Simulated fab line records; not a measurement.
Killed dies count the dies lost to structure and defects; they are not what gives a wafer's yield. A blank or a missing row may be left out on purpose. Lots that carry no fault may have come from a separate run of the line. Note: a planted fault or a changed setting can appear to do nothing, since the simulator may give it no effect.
Matching of chambers || flow n5Finfet || 4 sister chambers for N5_FIN_CUT_STRIP_24 on rieDiel-05
The step strips in CF4. 24 wafers are shown with their chamber, then 12 later ones without.

## EACH WAFER AND ITS CHAMBER
{"wafer": "L074.1", "chamber": 0, "drypumpMotorCurrentA (A)": 6.6, "showerheadPlenumPTorr (Torr)": 1.73, "throttleValvePct (%)": 13.18}
{"wafer": "L074.3", "chamber": 3, "drypumpMotorCurrentA (A)": 5.8, "showerheadPlenumPTorr (Torr)": 1.85, "throttleValvePct (%)": 13.67}
{"wafer": "L074.4", "chamber": 2, "drypumpMotorCurrentA (A)": 6.6, "showerheadPlenumPTorr (Torr)": 1.80, "throttleValvePct (%)": 13.40}
{"wafer": "L075.1", "chamber": 1, "drypumpMotorCurrentA (A)": 5.3, "showerheadPlenumPTorr (Torr)": 1.84, "throttleValvePct (%)": 13.70}
{"wafer": "L075.4", "chamber": 2, "drypumpMotorCurrentA (A)": 6.6, "showerheadPlenumPTorr (Torr)": 1.80, "throttleValvePct (%)": 13.42}
{"wafer": "L075.6", "chamber": 2, "drypumpMotorCurrentA (A)": 6.6, "showerheadPlenumPTorr (Torr)": 1.80, "throttleValvePct (%)": 13.42}
{"wafer": "L077.3", "chamber": 0, "drypumpMotorCurrentA (A)": 6.6, "showerheadPlenumPTorr (Torr)": 1.73, "throttleValvePct (%)": 13.18}
{"wafer": "L077.5", "chamber": 2, "drypumpMotorCurrentA (A)": 6.6, "showerheadPlenumPTorr (Torr)": 1.80, "throttleValvePct (%)": 13.42}
{"wafer": "L077.6", "chamber": 1, "drypumpMotorCurrentA (A)": 5.3, "showerheadPlenumPTorr (Torr)": 1.84, "throttleValvePct (%)": 13.71}
{"wafer": "L078.1", "chamber": 3, "drypumpMotorCurrentA (A)": 5.8, "showerheadPlenumPTorr (Torr)": 1.85, "throttleValvePct (%)": 13.69}
{"wafer": "L078.2", "chamber": 2, "drypumpMotorCurrentA (A)": 6.6, "showerheadPlenumPTorr (Torr)": 1.80, "throttleValvePct (%)": 13.42}
{"wafer": "L078.3", "chamber": 1, "drypumpMotorCurrentA (A)": 5.3, "showerheadPlenumPTorr (Torr)": 1.84, "throttleValvePct (%)": 13.70}
{"wafer": "L079.2", "chamber": 3, "drypumpMotorCurrentA (A)": 5.8, "showerheadPlenumPTorr (Torr)": 1.85, "throttleValvePct (%)": 13.70}
{"wafer": "L079.4", "chamber": 1, "drypumpMotorCurrentA (A)": 5.3, "showerheadPlenumPTorr (Torr)": 1.84, "throttleValvePct (%)": 13.71}
{"wafer": "L079.5", "chamber": 2, "drypumpMotorCurrentA (A)": 6.6, "showerheadPlenumPTorr (Torr)": 1.80, "throttleValvePct (%)": 13.43}
{"wafer": "L080.1", "chamber": 2, "drypumpMotorCurrentA (A)": 6.6, "showerheadPlenumPTorr (Torr)": 1.79, "throttleValvePct (%)": 13.42}
{"wafer": "L080.4", "chamber": 3, "drypumpMotorCurrentA (A)": 5.8, "showerheadPlenumPTorr (Torr)": 1.85, "throttleValvePct (%)": 13.72}
{"wafer": "L080.5", "chamber": 0, "drypumpMotorCurrentA (A)": 6.6, "showerheadPlenumPTorr (Torr)": 1.73, "throttleValvePct (%)": 13.19}
{"wafer": "L081.1", "chamber": 1, "drypumpMotorCurrentA (A)": 5.3, "showerheadPlenumPTorr (Torr)": 1.83, "throttleValvePct (%)": 13.72}
{"wafer": "L081.2", "chamber": 3, "drypumpMotorCurrentA (A)": 5.9, "showerheadPlenumPTorr (Torr)": 1.85, "throttleValvePct (%)": 13.72}
{"wafer": "L081.6", "chamber": 0, "drypumpMotorCurrentA (A)": 6.6, "showerheadPlenumPTorr (Torr)": 1.73, "throttleValvePct (%)": 13.21}
{"wafer": "L085.2", "chamber": 1, "drypumpMotorCurrentA (A)": 5.3, "showerheadPlenumPTorr (Torr)": 1.83, "throttleValvePct (%)": 13.75}
{"wafer": "L085.4", "chamber": 0, "drypumpMotorCurrentA (A)": 6.6, "showerheadPlenumPTorr (Torr)": 1.72, "throttleValvePct (%)": 13.24}
{"wafer": "L085.6", "chamber": 1, "drypumpMotorCurrentA (A)": 5.3, "showerheadPlenumPTorr (Torr)": 1.83, "throttleValvePct (%)": 13.75}

SIGNATURES (means of the wafers above)
{"reading": "drypumpMotorCurrentA", "chamber 0": 6.600, "chamber 1": 5.300, "chamber 2": 6.600, "chamber 3": 5.820, "scatter within a chamber": 0.02}
{"reading": "showerheadPlenumPTorr", "chamber 0": 1.7280, "chamber 1": 1.8357, "chamber 2": 1.7986, "chamber 3": 1.8500, "scatter within a chamber": 0.00411}
{"reading": "throttleValvePct", "chamber 0": 13.2000, "chamber 1": 13.7200, "chamber 2": 13.4186, "chamber 3": 13.7000, "scatter within a chamber": 0.0196}
Rule: distance of a wafer from a chamber = root of the sum over the readings of ((wafer's reading minus chamber's mean) / reading's scatter) squared. The wafer belongs to the nearest chamber; if the next one is less than 2 further off, it can't be placed. The scatter: take each reading less its chamber's mean, square it, sum over the shown wafers, divide by the number of wafers less the number of chambers, and take the root.

## WAFERS WITH NO CHAMBER GIVEN
{"wafer": "L087.2", "drypumpMotorCurrentA (A)": 6.6, "showerheadPlenumPTorr (Torr)": 1.79, "throttleValvePct (%)": 13.47}
{"wafer": "L087.4", "drypumpMotorCurrentA (A)": 6.6, "showerheadPlenumPTorr (Torr)": 1.72, "throttleValvePct (%)": 13.22}
{"wafer": "L087.6", "drypumpMotorCurrentA (A)": 6.6, "showerheadPlenumPTorr (Torr)": 1.72, "throttleValvePct (%)": 13.24}
{"wafer": "L089.1", "drypumpMotorCurrentA (A)": 6.6, "showerheadPlenumPTorr (Torr)": 1.79, "throttleValvePct (%)": 13.47}
{"wafer": "L089.3", "drypumpMotorCurrentA (A)": 5.3, "showerheadPlenumPTorr (Torr)": 1.83, "throttleValvePct (%)": 13.76}
{"wafer": "L089.6", "drypumpMotorCurrentA (A)": 5.9, "showerheadPlenumPTorr (Torr)": 1.85, "throttleValvePct (%)": 13.76}
{"wafer": "L092.2", "drypumpMotorCurrentA (A)": 6.6, "showerheadPlenumPTorr (Torr)": 1.79, "throttleValvePct (%)": 13.49}
{"wafer": "L092.3", "drypumpMotorCurrentA (A)": 6.6, "showerheadPlenumPTorr (Torr)": 1.72, "throttleValvePct (%)": 13.26}
{"wafer": "L092.5", "drypumpMotorCurrentA (A)": 5.3, "showerheadPlenumPTorr (Torr)": 1.83, "throttleValvePct (%)": 13.77}
{"wafer": "L096.3", "drypumpMotorCurrentA (A)": 5.3, "showerheadPlenumPTorr (Torr)": 1.83, "throttleValvePct (%)": 13.78}
{"wafer": "L096.5", "drypumpMotorCurrentA (A)": 5.8, "showerheadPlenumPTorr (Torr)": 1.84, "throttleValvePct (%)": 13.77}
{"wafer": "L096.6", "drypumpMotorCurrentA (A)": 6.6, "showerheadPlenumPTorr (Torr)": 1.79, "throttleValvePct (%)": 13.50}

## THE CHAMBER EACH PASSED THROUGH
{"wafer": "L087.2", "from the rows above": 2, "in truth": 2}
{"wafer": "L087.4", "from the rows above": 0, "in truth": 0}
{"wafer": "L087.6", "from the rows above": 0, "in truth": 0}
{"wafer": "L089.1", "from the rows above": 2, "in truth": 2}
{"wafer": "L089.3", "from the rows above": 1, "in truth": 1}
{"wafer": "L089.6", "from the rows above": 3, "in truth": 3}
{"wafer": "L092.2", "from the rows above": 2, "in truth": 2}
{"wafer": "L092.3", "from the rows above": 0, "in truth": 0}
{"wafer": "L092.5", "from the rows above": 1, "in truth": 1}
{"wafer": "L096.3", "from the rows above": 1, "in truth": 1}
{"wafer": "L096.5", "from the rows above": 3, "in truth": 3}
{"wafer": "L096.6", "from the rows above": 2, "in truth": 2}
Correct placement for 12 of the 12. Not placeable from these rows: 0. Number placed wrongly: 0.
